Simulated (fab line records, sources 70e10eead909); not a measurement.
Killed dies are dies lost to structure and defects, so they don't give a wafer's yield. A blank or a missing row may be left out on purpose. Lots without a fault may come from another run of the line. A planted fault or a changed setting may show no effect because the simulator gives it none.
Chamber matching | flow nand_harc | NHARC_A_CHANNEL_FILL_D1_ALD_14 on ald_hk-03: 4 sister chambers
The step deposits SiO2, target thk 2.5 nm, pulse time 10 s, ald cycles 25. 20 wafers are shown with their chamber, then 10 later ones without.

WAFERS WITH THEIR CHAMBER
wafer  | chamber | heater_power_w (W) | precursor_pulse_height_rel
L074.3 | 2       | 424                | 1.038
L074.5 | 0       | 508                | 0.981
L074.6 | 1       | 484                | 0.979
L077.2 | 1       | 500                | 1.023
L077.4 | 0       | 470                | 1.003
L077.6 | 1       | 506                | 1.003
L082.2 | 1       | 506                | 1.016
L082.4 | 0       | 471                | 0.990
L082.6 | 3       | 518                | 0.986
L083.1 | 2       | 406                | 0.996
L083.2 | 0       | 474                | 0.994
L083.4 | 3       | 519                | 0.990
L084.2 | 3       | 514                | 0.978
L084.3 | 1       | 513                | 0.989
L084.6 | 0       | 480                | 1.002
L085.1 | 2       | 411                | 1.010
L085.3 | 1       | 499                | 0.989
L085.6 | 1       | 505                | 1.000
L086.1 | 2       | 412                | 0.978
L086.5 | 2       | 409                | 1.053

SIGNATURES (means of the wafers above)
reading                    | chamber 0 | chamber 1 | chamber 2 | chamber 3 | scatter within a chamber
heater_power_w             | 480.60    | 501.86    | 412.40    | 517.00    | 10.3
precursor_pulse_height_rel | 0.99400   | 0.99986   | 1.01500   | 0.98467   | 0.0187
Rule: a wafer's distance from a chamber is the root of the sum, over the readings, of the square of ((its reading less the chamber's mean) divided by the reading's scatter). The wafer belongs to the nearest chamber; if the next one is less than 2 further off, it can't be placed. The scatter: the root of (the sum of the squares of (reading less its chamber's mean) over the shown wafers, divided by (wafers less chambers)).

WAFERS WITHOUT THEIR CHAMBER
wafer  | heater_power_w (W) | precursor_pulse_height_rel
L086.6 | 503                | 1.012
L091.1 | 401                | 0.989
L091.2 | 517                | 1.002
L091.3 | 482                | 1.043
L092.2 | 514                | 1.033
L092.4 | 488                | 0.984
L092.6 | 490                | 1.018
L095.2 | 481                | 1.016
L095.3 | 453                | 1.000
L095.6 | 489                | 1.003

WHICH CHAMBER EACH WENT THROUGH
wafer  | from the rows above          | in truth
L086.6 | can't be placed: 1 or 3 or 0 | 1
L091.1 | 2                            | 2
L091.2 | can't be placed: 3 or 1      | 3
L091.3 | can't be placed: 0 or 1 or 3 | 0
L092.2 | can't be placed: 1 or 3 or 0 | 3
L092.4 | can't be placed: 0 or 1 or 3 | 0
L092.6 | can't be placed: 1 or 0 or 3 | 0
L095.2 | can't be placed: 0 or 1      | 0
L095.3 | can't be placed: 0 or 2      | 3
L095.6 | can't be placed: 0 or 1 or 3 | 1
Placed correctly: 1 of 10. Can't be placed from these rows: 9 (the true chamber is among the candidates in 8). Placed wrongly: 0.
